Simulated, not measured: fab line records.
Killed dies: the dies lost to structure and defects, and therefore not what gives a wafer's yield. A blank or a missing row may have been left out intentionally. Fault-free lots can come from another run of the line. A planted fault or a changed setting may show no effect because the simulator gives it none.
Problem report, 8D (eight disciplines) form, completed by code	flow n5Finfet	the parts of the form that need people (team, actions taken, sign-off) are left out

## 1. WHAT WENT WRONG
cdNm at N5_BEOL_M1_CD_MEAS_28 reads a mean of 18.28 nm on 2 wafers of 2 lots; wafers without a fault read 24.03 nm with a standard deviation of 0.25. Measured from the usual mean, that is -23 standard deviations.
The step: target cd y 23.3 nm.
Seen first at day 9 11:03 on cdSem-03, wafer L589.4. Wafers with a number at this step in the record: 24, from 8 lots. Rule for "out" (also "out of limits"): further than 4 standard deviations from the usual mean. All remaining wafers that have a number are taken as sound.

## 2. WHAT IT IS, AND WHAT IT ISN'T
question	is	is not
which readings at this step	cdNm	-
which lots	L589, L590	L577, L578, L579, L580, L595, L598
which wafers of those lots	L589.4, L590.4	L589.1, L589.6, L590.1, L590.5
read on which gauges	cdSem-01, cdSem-03	cdSem-02
when	from day 9 11:03	up to then (14 sound wafers); but 8 sound wafers of L590, L595, L598 came after

## 3. SUSPECTS, AND WHAT RULES EACH OUT
Counting: any tool at a process step up to the reading remains a suspect provided it ran every lot that is out. Sound lots after the first of them don't rule it out here, since some wafers of a struck lot are sound.
- the gauge at N5_BEOL_M1_CD_MEAS_28: ruled out. 2 gauges (cdSem-01, cdSem-03) read the wafers that are out.
- euvScanner-02 at N5_BEOL_M1_EXPOSE_25 (exposes mask V0, defocus 5 nm, target cd 24 nm): kept. Every lot that is out went through it, the first being L589 (day 9 10:54); the last sound lot it ran before that was L580 (day 6 19:51).
After counting, what remains is euvScanner-02 at N5_BEOL_M1_EXPOSE_25.

## 4. THE CAUSE (what the simulator had put in)
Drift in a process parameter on euvScanner-02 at N5_BEOL_M1_EXPOSE_25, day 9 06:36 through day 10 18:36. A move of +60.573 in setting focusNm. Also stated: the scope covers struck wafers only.
After counting, this tool was the only one left.

## 5. THE CHAIN OF EFFECTS, in route order
One row per reading whose mean, taken over the struck wafers that have a number, lies over 3 standard deviations from the usual. Readings are gone through only where the record gives a usual standard deviation; hours: the median, over the lots, of the time from a lot's start at the first step in this table giving one to that lot's start at this step; sigmas: the change measured in usual standard deviations.
hours	step	reading	usual	on struck wafers	change	sigmas
0	N5_BEOL_M1_CD_MEAS_28	cdNm	24.03 nm	18.28	-5.75	-23
162	N5_PASSIVATION_PROBE_49	defectLimitedYield	91.3 %	0.1	-91.2	-70
162	N5_PASSIVATION_PROBE_49	killed_at_M0_to_M3	35	1118	+1084	+99 or more
162	N5_PASSIVATION_PROBE_49	killedDies	103	1180	+1076	+72
162	N5_PASSIVATION_PROBE_49	killedOnRim	14	152	+138	+34
162	N5_PASSIVATION_PROBE_49	sort_bin_5_function	5.1 %	96.5	+91.5	+99 or more
162	N5_PASSIVATION_PROBE_49	sortNPass	1077	0	-1076	-72
162	N5_PASSIVATION_PROBE_49	sortYieldPct	91.3 %	0.1	-91.2	-70
Here are the process steps it includes:
- N5_PASSIVATION_PROBE_49

## 6. WHAT WOULD HAVE CAUGHT IT SOONER
The first out-of-limits reading at a measuring or inspecting step in this record came at day 9 11:03, 4 hours after the fault's start at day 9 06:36.
L590, from the lots that are out (2), started N5_BEOL_M1_EXPOSE_25 on euvScanner-02 later than day 9 11:03. A tool hold placed at that time would have kept it from harm.
